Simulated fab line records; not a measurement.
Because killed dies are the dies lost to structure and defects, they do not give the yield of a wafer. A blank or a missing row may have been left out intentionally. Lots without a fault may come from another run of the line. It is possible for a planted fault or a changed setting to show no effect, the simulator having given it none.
Lot-split experiment / flow n5 finfet / 39 wafers read from 7 lots, route of 1938 steps

THE SPLIT ITSELF
At N5_WELL_APT_EXPOSE_05 (exposes mask NWELL, defocus 0 nm, target cd 200 nm), the setting dose mj was moved away from the recipe's 20.3 on 15 of the 39 wafers read, by -2.4% to +7.6%. For the rest of the wafers, this setting stayed at what the recipe calls for.

FROM THE SPLIT TO THE READING: what the file shows between them, 3 steps
- N5_WELL_APT_PEB_06: peb time 90 s
- N5_WELL_APT_DEVELOP_07: develop time 45 s
- N5_WELL_APT_HARDBAKE_12: time 120 s

THE READING
At N5_WELL_APT_CD_MEAS_08: cd nm in nanometres, against a target cd of 200 nm. On this fab line, fault-free wafers typically give 200.4 nm with a standard deviation of 1.3 nm.

wafer=L076.1; tool, chamber at the split=krf scanner-02, 0; dose mj as run=20.93; against the recipe=+3.1%; cd nm, nm=206.1; against lot-mates on the recipe=+4.7
wafer=L076.2; tool, chamber at the split=krf scanner-02, 0; dose mj as run=20.3; against the recipe=recipe; cd nm, nm=202.5; against lot-mates on the recipe=-
wafer=L076.3; tool, chamber at the split=krf scanner-02, 0; dose mj as run=20.3; against the recipe=recipe; cd nm, nm=200.4; against lot-mates on the recipe=-
wafer=L076.4; tool, chamber at the split=krf scanner-02, 0; dose mj as run=20.93; against the recipe=+3.1%; cd nm, nm=204.1; against lot-mates on the recipe=+2.7
wafer=L076.5; tool, chamber at the split=krf scanner-02, 0; dose mj as run=20.3; against the recipe=recipe; cd nm, nm=201.4; against lot-mates on the recipe=-
wafer=L076.6; tool, chamber at the split=krf scanner-02, 0; dose mj as run=20.93; against the recipe=+3.1%; cd nm, nm=205.5; against lot-mates on the recipe=+4.1
wafer=L078.1; tool, chamber at the split=krf scanner-01, 0; dose mj as run=21.85; against the recipe=+7.6%; cd nm, nm=212.7; against lot-mates on the recipe=+13.3
wafer=L078.2; tool, chamber at the split=krf scanner-01, 0; dose mj as run=20.3; against the recipe=recipe; cd nm, nm=198.8; against lot-mates on the recipe=-
wafer=L078.3; tool, chamber at the split=krf scanner-01, 0; dose mj as run=20.3; against the recipe=recipe; cd nm, nm=199.7; against lot-mates on the recipe=-
wafer=L078.4; tool, chamber at the split=krf scanner-01, 0; dose mj as run=20.3; against the recipe=recipe; cd nm, nm=199.6; against lot-mates on the recipe=-
wafer=L078.5; tool, chamber at the split=krf scanner-01, 0; dose mj as run=21.85; against the recipe=+7.6%; cd nm, nm=211.6; against lot-mates on the recipe=+12.2
wafer=L078.6; tool, chamber at the split=krf scanner-01, 0; dose mj as run=21.85; against the recipe=+7.6%; cd nm, nm=209.1; against lot-mates on the recipe=+9.7
wafer=L080.1; tool, chamber at the split=krf scanner-01, 0; dose mj as run=20.3; against the recipe=recipe; cd nm, nm=200.9; against lot-mates on the recipe=-
wafer=L080.2; tool, chamber at the split=krf scanner-01, 0; dose mj as run=20.3; against the recipe=recipe; cd nm, nm=202.2; against lot-mates on the recipe=-
wafer=L080.3; tool, chamber at the split=krf scanner-01, 0; dose mj as run=20.3; against the recipe=recipe; cd nm, nm=201.0; against lot-mates on the recipe=-
wafer=L080.4; tool, chamber at the split=krf scanner-01, 0; dose mj as run=20.3; against the recipe=recipe; cd nm, nm=201.2; against lot-mates on the recipe=-
wafer=L080.5; tool, chamber at the split=krf scanner-01, 0; dose mj as run=20.3; against the recipe=recipe; cd nm, nm=202.2; against lot-mates on the recipe=-
wafer=L080.6; tool, chamber at the split=krf scanner-01, 0; dose mj as run=20.3; against the recipe=recipe; cd nm, nm=202.1; against lot-mates on the recipe=-
wafer=L082.2; tool, chamber at the split=krf scanner-01, 0; dose mj as run=20.3; against the recipe=recipe; cd nm, nm=201.8; against lot-mates on the recipe=-
wafer=L082.4; tool, chamber at the split=krf scanner-01, 0; dose mj as run=20.3; against the recipe=recipe; cd nm, nm=199.0; against lot-mates on the recipe=-
wafer=L082.6; tool, chamber at the split=krf scanner-01, 0; dose mj as run=20.3; against the recipe=recipe; cd nm, nm=200.6; against lot-mates on the recipe=-
wafer=L088.1; tool, chamber at the split=krf scanner-02, 0; dose mj as run=19.81; against the recipe=-2.4%; cd nm, nm=198.3; against lot-mates on the recipe=-3.7
wafer=L088.2; tool, chamber at the split=krf scanner-02, 0; dose mj as run=19.81; against the recipe=-2.4%; cd nm, nm=199.3; against lot-mates on the recipe=-2.7
wafer=L088.3; tool, chamber at the split=krf scanner-02, 0; dose mj as run=20.3; against the recipe=recipe; cd nm, nm=202.2; against lot-mates on the recipe=-
wafer=L088.4; tool, chamber at the split=krf scanner-02, 0; dose mj as run=20.3; against the recipe=recipe; cd nm, nm=202.3; against lot-mates on the recipe=-
wafer=L088.5; tool, chamber at the split=krf scanner-02, 0; dose mj as run=20.3; against the recipe=recipe; cd nm, nm=201.6; against lot-mates on the recipe=-
wafer=L088.6; tool, chamber at the split=krf scanner-02, 0; dose mj as run=19.81; against the recipe=-2.4%; cd nm, nm=197.4; against lot-mates on the recipe=-4.6
wafer=L089.1; tool, chamber at the split=krf scanner-01, 0; dose mj as run=20.3; against the recipe=recipe; cd nm, nm=200.2; against lot-mates on the recipe=-
wafer=L089.2; tool, chamber at the split=krf scanner-01, 0; dose mj as run=20.3; against the recipe=recipe; cd nm, nm=199.4; against lot-mates on the recipe=-
wafer=L089.3; tool, chamber at the split=krf scanner-01, 0; dose mj as run=21.12; against the recipe=+4.0%; cd nm, nm=205.2; against lot-mates on the recipe=+5.4
wafer=L089.4; tool, chamber at the split=krf scanner-01, 0; dose mj as run=21.12; against the recipe=+4.0%; cd nm, nm=205.8; against lot-mates on the recipe=+6.0
wafer=L089.5; tool, chamber at the split=krf scanner-01, 0; dose mj as run=20.3; against the recipe=recipe; cd nm, nm=199.8; against lot-mates on the recipe=-
wafer=L089.6; tool, chamber at the split=krf scanner-01, 0; dose mj as run=21.12; against the recipe=+4.0%; cd nm, nm=205.4; against lot-mates on the recipe=+5.6
wafer=L095.1; tool, chamber at the split=krf scanner-01, 0; dose mj as run=21.34; against the recipe=+5.1%; cd nm, nm=210.3; against lot-mates on the recipe=+9.3
wafer=L095.2; tool, chamber at the split=krf scanner-01, 0; dose mj as run=21.34; against the recipe=+5.1%; cd nm, nm=206.5; against lot-mates on the recipe=+5.5
wafer=L095.3; tool, chamber at the split=krf scanner-01, 0; dose mj as run=20.3; against the recipe=recipe; cd nm, nm=199.4; against lot-mates on the recipe=-
wafer=L095.4; tool, chamber at the split=krf scanner-01, 0; dose mj as run=20.3; against the recipe=recipe; cd nm, nm=202.3; against lot-mates on the recipe=-
wafer=L095.5; tool, chamber at the split=krf scanner-01, 0; dose mj as run=20.3; against the recipe=recipe; cd nm, nm=201.4; against lot-mates on the recipe=-
wafer=L095.6; tool, chamber at the split=krf scanner-01, 0; dose mj as run=21.34; against the recipe=+5.1%; cd nm, nm=208.8; against lot-mates on the recipe=+7.8

FIT RESULTS
A straight line over all 39 wafers: cd nm changes by +1.32 nm for each +1% of dose mj; r = +0.95; the points scatter about the line by 1.2 nm.
The same after taking each lot's own level away (the mean of its wafers on the recipe; 39 wafers): +1.49 nm for each +1%; r = +0.97; scatter 0.97 nm.
That fit puts the effect of the largest move of dose mj on the reading at 11 nm.
Across the lots, their own levels run from 199.37 to 202.03 nm, a range of 2.1 times the standard deviation given above.
In other words, the slope is changed by the lot-to-lot level; the two fits disagree.
Check: with one of the wafers moved furthest among these (+7.6%) left out of the fit, the line predicts +10.9 nm for it against its lot-mates. It came out at +13.3 nm against them.

THE WHOLE CHAIN: every reading that the file lists as answering this split, in the file's order
step=N5_WELL_APT_CD_MEAS_08; what it does=target cd 200 nm; reading=cd nm; change (the file's fit)=+1.48 nm for each +1% of the setting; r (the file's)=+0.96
step=N5_WELL_APT_DESCUM_13; what it does=chemistry O2, time 7.9 s; reading=WELL_APT.cd nm (the simulator's own value, which no gauge read); change (the file's fit)=+1.51 nm for each +1% of the setting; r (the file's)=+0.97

THE FILE'S OWN FIT
cd nm changes by +1.48 nm for each +1% of dose mj, r = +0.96.
